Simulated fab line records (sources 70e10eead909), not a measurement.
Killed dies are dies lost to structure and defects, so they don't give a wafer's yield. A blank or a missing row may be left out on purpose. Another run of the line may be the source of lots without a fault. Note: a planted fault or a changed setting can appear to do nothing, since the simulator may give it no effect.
fab line records | flow nand-harc | part 2 of 2: steps 5 to 6 of 6
[record] lots = 24 | wafers = 72 | last-day = 25
route steps=1159 shown A_CHANNEL_FILL_D1@517 A_STAIRCASE@547
lots that met no fault: taken from a fault-free run of the same line
start-h: hours from the record's opening day to when the first of the lot's shown wafers began | wait-h: hours since the lot's step before | " same as the row above | L1.1+2: a row that stands for several wafers | - either no value or no given start | * or withheld: withheld | < > ~ a bound
route shown NAME@n: names a module that has steps shown in the file, with the first one's number in the route | usual: average and standard deviation across the fault-free wafers | same: alike in all rows | chamber/n: place in a boat | sites: each site's reading | _std_site: the standard deviation of these | _edge_site: mean of outer sites minus mean of inner sites | radius-mm: how far each site lies from the wafer's centre | mask NAME#n: copy n | behind: tool/chamber where the wafer was last shaped | hold: cause of the lot's hold/its duration in hours/its outcome | device: the transistor (n, p or np) that didn't switch | end of line: the same wafers' tests at the end of the route | for a step that has no rows: nothing shown but its recipe | killed: the dies lost at the first sort to structure and to defects; this is not the yield of the wafer | map: dies across one wafer; x = killed, . = not, _ = none there
set.NAME: the setting as run; set.NAME@STEP: as run at that earlier step | model.NAME: the simulator's own value behind a step, which no gauge read
route steps across a sampled set of lots; one table per step, one row per wafer
services: when a tool's chamber went out of use (start-h, in hours from the record's first day, below 0 if earlier), for how many hours, and the reason
[[steps]]
[step NHARC_A_STAIRCASE_TRIM_202]
[recipe] time-s = 211.2 | o2-flow-sccm = 500 | ar-flow-sccm = 0 | bias-w = 0 | chemistry = O2
[usual] drypump-motor-current-A = 5.8/0.38 | oes-product-au = 1.001/0.0094 | rf-vpp-V = 57.9/0.88 | showerhead-plenum-p-Torr = 3.55/0.13 | throttle-valve-pct = 17.036/0.009
[same] time-s = 211.2
lot.wafer | tool        | chamber | start-h | wait-h | drypump-motor-current-A | oes-product-au | rf-hours-counter-h | rf-vpp-V | showerhead-plenum-p-Torr | throttle-valve-pct
L076.1    | rie-diel-02 | 3       | -       | -      | 6.5                     | 1.004          | 34                 | 56.6     | 3.28                     | 17.044
L076.2    | "           | 0       | "       | "      | 6.3                     | 0.987          | 31                 | 58.4     | 3.44                     | 17.042
L076.5    | "           | 0       | "       | "      | 6.3                     | 0.994          | -                  | 57.8     | 3.44                     | 17.042
L074.1    | rie-diel-11 | 2       | -       | -      | 5.4                     | 0.996          | 20                 | 57.6     | 3.68                     | 17.016
L074.2    | "           | 1       | "       | "      | 5.8                     | 1.006          | 20                 | 57.7     | 3.57                     | 17.040
L074.6    | "           | 3       | "       | "      | 5.5                     | 0.993          | -                  | 57.7     | 3.59                     | 17.040
L075.4    | rie-diel-03 | 1       | -       | -      | 5.6                     | 0.991          | 9                  | 58.8     | 3.56                     | 17.044
L075.5    | "           | 3       | "       | "      | 5.7                     | 0.988          | -                  | 58.6     | 3.39                     | 17.044
L075.6    | "           | 0       | "       | "      | 5.9                     | 1.015          | -                  | 58.1     | 3.53                     | 17.048
L078.4    | rie-diel-02 | 3       | -       | -      | 6.5                     | 1.000          | 40                 | 57.0     | 3.27                     | 17.028
L078.3    | "           | 0       | "       | "      | 6.3                     | 0.980          | 36                 | 58.0     | 3.44                     | 17.038
L078.2    | "           | 1       | "       | "      | 5.1                     | 1.015          | 37                 | 56.8     | 3.28                     | 17.044
L077.1    | rie-diel-11 | 3       | -       | -      | 5.5                     | 1.007          | 25                 | 57.3     | 3.58                     | 17.039
L077.5    | "           | 0       | "       | "      | 6.1                     | 1.012          | -                  | 58.0     | 3.57                     | 17.027
L077.6    | "           | 1       | "       | "      | 5.8                     | 1.001          | -                  | 58.9     | 3.57                     | 17.040
L079.1    | rie-diel-02 | 1       | -       | -      | 5.1                     | 1.006          | 39                 | 56.4     | 3.28                     | 17.025
L079.3    | "           | 2       | "       | "      | 5.6                     | 1.006          | 43                 | 57.6     | 3.44                     | 17.019
L079.4    | "           | 0       | "       | "      | 6.3                     | 0.981          | 39                 | 56.6     | 3.44                     | 17.021
L080.3    | rie-diel-11 | 3       | -       | -      | 5.5                     | 0.999          | 29                 | 57.2     | 3.58                     | 17.042
L080.6    | "           | 1       | "       | "      | 5.8                     | 0.996          | -                  | 57.4     | 3.57                     | 17.036
L080.5    | "           | 2       | "       | "      | 5.4                     | 1.021          | -                  | 56.6     | 3.68                     | 17.037
L081.2    | rie-diel-03 | 3       | -       | -      | 5.7                     | 0.989          | 21                 | 56.9     | 3.39                     | 17.034
L081.4    | "           | 0       | "       | "      | 5.9                     | 0.995          | -                  | 58.2     | 3.53                     | 17.034
L081.5    | "           | 2       | "       | "      | 5.9                     | 0.987          | -                  | 59.4     | 3.66                     | 17.027
L082.1    | rie-diel-11 | 2       | -       | -      | 5.4                     | 1.011          | 34                 | 56.7     | 3.68                     | 17.016
L082.3    | "           | 3       | "       | "      | 5.5                     | 0.991          | 36                 | 58.3     | 3.58                     | 17.029
L082.2    | "           | 0       | "       | "      | 6.1                     | 0.998          | 27                 | 58.4     | 3.56                     | 17.023
L083.1    | rie-diel-02 | 1       | -       | -      | 5.1                     | 1.015          | 48                 | 57.3     | 3.27                     | 17.032
L083.4    | "           | 2       | "       | "      | 5.7                     | 1.001          | 51                 | 58.5     | 3.44                     | 17.039
L083.6    | "           | 1       | "       | "      | 5.1                     | 1.001          | -                  | 57.2     | 3.27                     | 17.045
L084.2    | rie-diel-11 | 2       | -       | -      | 5.4                     | 1.015          | 36                 | 58.1     | 3.67                     | 17.024
L084.4    | "           | 0       | "       | "      | 6.1                     | 1.002          | 29                 | 57.4     | 3.56                     | 17.044
L084.6    | "           | 1       | "       | "      | 5.9                     | 0.996          | -                  | 56.4     | 3.56                     | 17.042
L088.4    | rie-diel-11 | 0       | -       | -      | 6.1                     | 0.990          | 34                 | 57.2     | 3.56                     | 17.032
L088.5    | "           | 1       | "       | "      | 5.9                     | 0.992          | -                  | 57.0     | 3.56                     | 17.056
L088.6    | "           | 2       | "       | "      | 5.4                     | 1.005          | -                  | 56.9     | 3.67                     | 17.028
L085.4    | rie-diel-11 | 0       | -       | -      | 6.1                     | 0.998          | 35                 | 58.7     | 3.56                     | 17.033
L085.1    | "           | 2       | "       | "      | 5.4                     | 1.016          | 45                 | 56.7     | 3.67                     | 17.032
L085.2    | "           | 3       | "       | "      | 5.5                     | 0.993          | 47                 | 59.2     | 3.57                     | 17.022
L086.1    | rie-diel-03 | 3       | -       | -      | 5.7                     | 0.995          | 38                 | 57.9     | 3.38                     | 17.029
L086.4    | "           | 0       | "       | "      | 5.9                     | 1.000          | 34                 | 59.1     | 3.52                     | 17.036
L086.5    | "           | 3       | "       | "      | 5.7                     | 0.998          | -                  | 55.5     | 3.38                     | 17.050
L089.1    | rie-diel-11 | 1       | -       | -      | 5.8                     | 1.003          | 50                 | 57.7     | 3.56                     | 17.050
L089.2    | "           | 3       | "       | "      | 5.5                     | 0.996          | 55                 | 57.4     | 3.57                     | 17.035
L089.5    | "           | 2       | "       | "      | 5.3                     | 1.018          | -                  | 57.4     | 3.66                     | 17.037
L090.2    | rie-diel-02 | 2       | -       | -      | 5.7                     | 1.021          | 1                  | 57.3     | 3.43                     | 17.053
L090.1    | "           | 0       | "       | "      | 6.3                     | 0.996          | 1                  | 58.4     | 3.42                     | 17.042
L090.4    | "           | 1       | "       | "      | 5.1                     | 1.007          | 1                  | 58.4     | 3.81                     | 17.031
L087.4    | rie-diel-02 | 2       | -       | -      | 5.7                     | 1.020          | 2                  | 57.6     | 3.43                     | 17.048
L087.1    | "           | 3       | "       | "      | 6.5                     | 1.010          | 2                  | 58.4     | 3.81                     | 17.034
L087.2    | "           | 1       | "       | "      | 5.1                     | 0.995          | 1                  | 58.0     | 3.81                     | 17.034
L091.3    | rie-diel-11 | 3       | -       | -      | 5.5                     | 0.993          | 56                 | 58.4     | 3.57                     | 17.044
L091.2    | "           | 2       | "       | "      | 5.4                     | 1.007          | 55                 | 58.1     | 3.66                     | 17.036
L091.6    | "           | 3       | "       | "      | 5.5                     | 0.999          | -                  | 57.5     | 3.57                     | 17.042
L092.3    | rie-diel-11 | 2       | -       | -      | 5.4                     | 1.001          | 58                 | 57.8     | 3.66                     | 17.033
L092.4    | "           | 3       | "       | "      | 5.5                     | 0.989          | 60                 | 57.9     | 3.56                     | 17.031
L092.1    | "           | 0       | "       | "      | 6.1                     | 0.998          | 49                 | 57.9     | 3.55                     | 17.039
L093.3    | rie-diel-11 | 1       | -       | -      | 5.8                     | 1.013          | 56                 | 58.9     | 3.55                     | 17.049
L093.5    | "           | 1       | "       | "      | 5.8                     | 0.999          | -                  | 57.4     | 3.55                     | 17.017
L093.6    | "           | 2       | "       | "      | 5.4                     | 1.016          | -                  | 56.7     | 3.66                     | 17.039
L095.3    | rie-diel-02 | 3       | -       | -      | 6.5                     | 1.000          | 8                  | 59.9     | 3.80                     | 17.027
L095.6    | "           | 0       | "       | "      | 6.3                     | 0.991          | -                  | 57.4     | 3.42                     | 17.021
L095.5    | "           | 1       | "       | "      | 5.1                     | 1.005          | -                  | 58.8     | 3.80                     | 17.037
L094.1    | rie-diel-03 | 1       | -       | -      | 5.6                     | 1.002          | 45                 | 57.9     | 3.54                     | 17.042
L094.2    | "           | 3       | "       | "      | 5.7                     | 0.999          | 51                 | 54.9     | 3.37                     | 17.024
L094.6    | "           | 1       | "       | "      | 5.7                     | 1.003          | -                  | 57.9     | 3.54                     | 17.034
L096.4    | rie-diel-11 | 3       | -       | -      | 5.5                     | 1.002          | 1                  | 59.6     | 3.56                     | 17.039
L096.1    | "           | 0       | "       | "      | 6.1                     | 1.012          | 1                  | 57.8     | 3.55                     | 17.033
L096.2    | "           | 2       | "       | "      | 5.4                     | 1.001          | 2                  | 57.6     | 3.66                     | 17.044
L097.2    | rie-diel-02 | 2       | -       | -      | 5.7                     | 1.016          | 17                 | 56.6     | 3.42                     | 17.041
L097.1    | "           | 3       | "       | "      | 6.5                     | 0.989          | 16                 | 57.5     | 3.80                     | 17.037
L097.4    | "           | 1       | "       | "      | 5.1                     | 1.001          | 18                 | 58.6     | 3.80                     | 17.030
[step NHARC_A_STAIRCASE_STRIP_205]
[recipe] power-w = 1500 | temp-c = 250 | chemistry = O2
[usual] drypump-motor-current-A = 5.6/0.41 | heater-power-w = 307/17
lot.wafer | tool            | chamber | start-h | wait-h | drypump-motor-current-A | heater-power-w | rf-hours-counter-h
L076.1    | plasma-asher-01 | 0       | 248.51  | 0.1    | 5.7                     | 297            | 49
L076.2    | "               | 1       | "       | "      | 5.5                     | 333            | 49
L076.5    | "               | 1       | "       | "      | 5.4                     | 339            | -
L074.1    | plasma-asher-02 | 1       | 248.86  | 0.1    | 6.2                     | 315            | 18
L074.2    | "               | 0       | "       | "      | 5.1                     | 288            | 18
L074.6    | "               | 0       | "       | "      | 5.1                     | 280            | -
L075.4    | plasma-asher-02 | 1       | 249.84  | 0.2    | 6.2                     | 308            | -
L075.5    | "               | 0       | "       | "      | 5.1                     | 283            | -
L075.6    | "               | 1       | "       | "      | 6.2                     | 316            | -
L078.2    | plasma-asher-01 | 0       | 266.27  | 0.1    | 5.7                     | 297            | 54
L078.4    | "               | 0       | "       | "      | 5.7                     | 297            | -
L078.3    | "               | 1       | "       | "      | 5.5                     | 339            | -
L077.1    | plasma-asher-02 | 1       | 266.52  | 0.1    | 6.2                     | 311            | 24
L077.6    | "               | 0       | "       | "      | 5.1                     | 282            | -
L077.5    | "               | 1       | "       | "      | 6.2                     | 314            | -
L079.1    | plasma-asher-01 | 0       | 272.52  | 0.2    | 5.7                     | 295            | 57
L079.4    | "               | 1       | "       | "      | 5.4                     | 333            | -
L079.3    | "               | 0       | "       | "      | 5.7                     | 298            | -
L080.3    | plasma-asher-02 | 0       | 272.72  | 0.2    | 5.1                     | 291            | -
L080.6    | "               | 0       | "       | "      | 5.1                     | 292            | -
L080.5    | "               | 1       | "       | "      | 6.2                     | 308            | -
L081.2    | plasma-asher-02 | 1       | 278.67  | 0.2    | 6.2                     | 321            | 29
L081.4    | "               | 1       | "       | "      | 6.2                     | 321            | -
L081.5    | "               | 1       | "       | "      | 6.2                     | 314            | -
L082.1    | plasma-asher-02 | 0       | 292.10  | 0.1    | 5.1                     | 285            | 36
L082.2    | "               | 1       | "       | "      | 6.2                     | 310            | 36
L082.3    | "               | 1       | "       | "      | 6.3                     | 316            | -
L083.1    | plasma-asher-01 | 0       | 292.76  | 0.1    | 5.7                     | 297            | 3
L083.4    | "               | 1       | "       | "      | 5.5                     | 322            | -
L083.6    | "               | 1       | "       | "      | 5.5                     | 325            | -
L084.2    | plasma-asher-01 | 0       | 298.44  | 0.3    | 5.7                     | 298            | 5
L084.4    | "               | 0       | "       | "      | 5.7                     | 304            | -
L084.6    | "               | 1       | "       | "      | 5.4                     | 321            | -
L088.4    | plasma-asher-02 | 0       | 321.30  | 0.2    | 5.1                     | 291            | -
L088.6    | "               | 1       | "       | "      | 6.2                     | 315            | -
L088.5    | "               | 0       | "       | "      | 5.1                     | 290            | -
L085.2    | plasma-asher-01 | 0       | 325.44  | 0.1    | 5.7                     | 302            | 11
L085.1    | "               | 1       | "       | "      | 5.5                     | 328            | 11
L085.4    | "               | 0       | "       | "      | 5.7                     | 299            | -
L086.1    | plasma-asher-01 | 0       | 329.91  | 0.1    | 5.7                     | 297            | 13
L086.4    | "               | 1       | "       | "      | 5.4                     | 325            | -
L086.5    | "               | 1       | "       | "      | 5.4                     | 329            | -
L089.2    | plasma-asher-01 | 0       | 340.07  | 0.1    | 5.7                     | 298            | 18
L089.1    | "               | 1       | "       | "      | 5.5                     | 327            | 18
L089.5    | "               | 1       | "       | "      | 5.4                     | 323            | -
L090.2    | plasma-asher-02 | 1       | 340.33  | 0.1    | 6.2                     | 318            | 50
L090.1    | "               | 0       | "       | "      | 5.2                     | 286            | 50
L090.4    | "               | 1       | "       | "      | 6.2                     | 324            | -
L087.2    | plasma-asher-02 | 1       | 341.76  | 0.1    | 6.2                     | 311            | 50
L087.1    | "               | 0       | "       | "      | 5.1                     | 287            | 50
L087.4    | "               | 0       | "       | "      | 5.1                     | 287            | -
L091.2    | plasma-asher-01 | 0       | 344.20  | 0.3    | 5.7                     | 296            | 19
L091.3    | "               | 0       | "       | "      | 5.7                     | 293            | -
L091.6    | "               | 0       | "       | "      | 5.7                     | 298            | -
L092.1    | plasma-asher-02 | 1       | 352.25  | 0.1    | 6.2                     | 309            | 54
L092.3    | "               | 0       | "       | "      | 5.1                     | 282            | -
L092.4    | "               | 1       | "       | "      | 6.2                     | 311            | -
L093.3    | plasma-asher-02 | 1       | 353.61  | 0.2    | 6.2                     | 316            | -
L093.6    | "               | 0       | "       | "      | 5.1                     | 291            | -
L093.5    | "               | 1       | "       | "      | 6.2                     | 317            | -
L095.3    | plasma-asher-02 | 0       | 356.10  | 0.2    | 5.1                     | 292            | -
L095.5    | "               | 0       | "       | "      | 5.1                     | 281            | -
L095.6    | "               | 1       | "       | "      | 6.2                     | 308            | -
L094.1    | plasma-asher-01 | 1       | 356.42  | 0.1    | 5.4                     | 332            | 24
L094.2    | "               | 0       | "       | "      | 5.7                     | 292            | 24
L094.6    | "               | 1       | "       | "      | 5.5                     | 327            | -
L096.2    | plasma-asher-02 | 1       | 381.03  | 0.1    | 6.2                     | 323            | 2
L096.1    | "               | 0       | "       | "      | 5.2                     | 306            | 2
L096.4    | "               | 0       | "       | "      | 5.2                     | 307            | -
L097.1    | plasma-asher-01 | 1       | 388.26  | 0.1    | 5.4                     | 326            | 36
L097.2    | "               | 0       | "       | "      | 5.7                     | 294            | 36
L097.4    | "               | 1       | "       | "      | 5.4                     | 326            | -
[[services]]
tool            | chamber | start-h | hours | kind
rie-diel-03     | -       | 215.40  | 9.0   | pm
rie-diel-11     | 0       | 223.77  | 14.4  | repair
rie-diel-11     | 1       | 226.35  | -     | clean
rie-diel-11     | 2       | 226.35  | -     | clean
rie-diel-11     | 3       | 226.35  | -     | clean
rie-diel-03     | 2       | 233.58  | 4.2   | repair
rie-diel-11     | 0       | 250.85  | -     | clean
rie-diel-11     | 1       | 250.85  | -     | clean
rie-diel-11     | 2       | 250.85  | -     | clean
rie-diel-11     | 3       | 250.85  | -     | clean
rie-diel-03     | 0       | 259.93  | 7.7   | repair
rie-diel-03     | 1       | 267.17  | 12.7  | repair
rie-diel-11     | -       | 272.47  | 0.4   | repair
rie-diel-11     | 0       | 275.35  | -     | clean
rie-diel-11     | 1       | 275.35  | -     | clean
rie-diel-11     | 2       | 275.35  | -     | clean
plasma-asher-01 | -       | 276.20  | 9.0   | pm
rtp-anneal-02   | -       | 300.00  | 12.0  | pm
rie-diel-02     | -       | 328.06  | 9.0   | pm
rie-diel-11     | -       | 339.93  | 0.7   | repair
plasma-asher-02 | -       | 360.96  | 9.0   | pm
rie-diel-03     | 1       | 362.93  | 8.5   | repair
rie-diel-11     | -       | 368.53  | 9.0   | pm
plasma-asher-02 | -       | 373.73  | 1.6   | repair
